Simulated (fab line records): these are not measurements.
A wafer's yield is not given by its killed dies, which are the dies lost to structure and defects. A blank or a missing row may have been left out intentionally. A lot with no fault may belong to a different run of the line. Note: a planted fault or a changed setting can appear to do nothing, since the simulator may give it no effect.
Problem report in the 8D (eight disciplines) form, filled by code    flow n5Finfet    the parts of the form that need people (team, actions taken, sign-off) are left out

1. WHAT WENT WRONG
Mean of killed_at_M4_up at N5_PASSIVATION_PROBE_49: 126 across 3 wafers in 2 lots; on wafers with no fault it is 12 (standard deviation 4.7). Relative to the usual mean, that is a shift of +24 standard deviations.
First seen on wafer L451.4, day 17 07:12, on prober-02. The record has a number at this step for 10 wafers belonging to 4 lots. Rule for "out", or "out of limits": more than 4 standard deviations from the usual mean. Any other wafer with a number is counted as sound.

2. WHAT IT IS; WHAT IT IS NOT
question                     is                                                                               is not
which readings at this step  killed_at_M4_up, defectLimitedYield, killedDies, sort_bin_5_function, sortNPass  killedAtContacts, killedAtFrontEnd, killedAtOther, killedShort, sort_bin_6_memory, sort_bin_8_speed
which lots                   L451, L454                                                                       L450, L452
which wafers of those lots   L451.4, L451.5, L454.2                                                           L451.2, L454.1, L454.3
read on which tools          prober-01, prober-02                                                             -
when                         from day 17 07:12                                                                up to then (4 sound wafers); but 3 sound wafers of L452, L454 came after

3. THE SUSPECTS, EACH WITH WHAT RULES IT OUT
Counting: if a tool at a process step up to the reading ran every lot that is out, it stays a suspect. Sound lots after the first of them don't rule it out here, since some wafers of a struck lot are sound.
- rieDiel-05 at N5_BEOL_M15_ETCH_38 (etches SiCN in CF4/N2, target depth 106.4 nm, time 120.5 s): kept. It ran every lot that is out, first L451 (day 16 10:53).
- rieDiel-05, N5_BEOL_M15_ETCH_38: wafers that are out in chamber 1, sound lot-mates in chambers 0, 2, 3.
The count leaves rieDiel-05 at N5_BEOL_M15_ETCH_38.

4. THE CAUSE (what the simulator had put in)
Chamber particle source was rieDiel-05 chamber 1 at N5_BEOL_M15_ETCH_38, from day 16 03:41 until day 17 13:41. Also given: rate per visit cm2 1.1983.
Only this tool survived the counting.

5. SEQUENCE OF EFFECTS, ordered by route
One row per reading whose mean, taken over the struck wafers that have a number, lies over 3 standard deviations from the usual. Scope: only readings with a usual standard deviation given in the record; hours: median across lots of the time from each lot's start at the first step in this table that gives one to its start at this step; sigmas: change in usual standard deviations.
hours  step                     reading              usual   on struck wafers  change  sigmas
0      N5_PASSIVATION_PROBE_49  defectLimitedYield   91.4 %  84.0              -7.4    -4.6
0      N5_PASSIVATION_PROBE_49  killed_at_M4_up      12      126               +114    +24
0      N5_PASSIVATION_PROBE_49  killedDies           102     189               +87     +4.8
0      N5_PASSIVATION_PROBE_49  killedOnRim          13      27                +14     +3.3
0      N5_PASSIVATION_PROBE_49  sort_bin_5_function  5.1 %   9.7               +4.6    +4.8
0      N5_PASSIVATION_PROBE_49  sortNPass            1078    991               -87     -4.3
0      N5_PASSIVATION_PROBE_49  sortYieldPct         91.3 %  84.0              -7.3    -4.3
The process steps in it:
- N5_PASSIVATION_PROBE_49

6. WHAT WOULD HAVE CAUGHT IT SOONER
First out-of-limits reading in this record: day 17 07:12, which is 28 hours after fault onset at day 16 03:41.
No tool reading at N5_BEOL_M15_ETCH_38 that has a usual standard deviation in the record was out on any struck wafer, so an alarm limit of 4 standard deviations on those readings would not have fired.
Among the 2 lots that are out, L454 began N5_BEOL_M15_ETCH_38 on rieDiel-05 after day 17 07:12. Had the tool been put on hold then, it would have been spared.
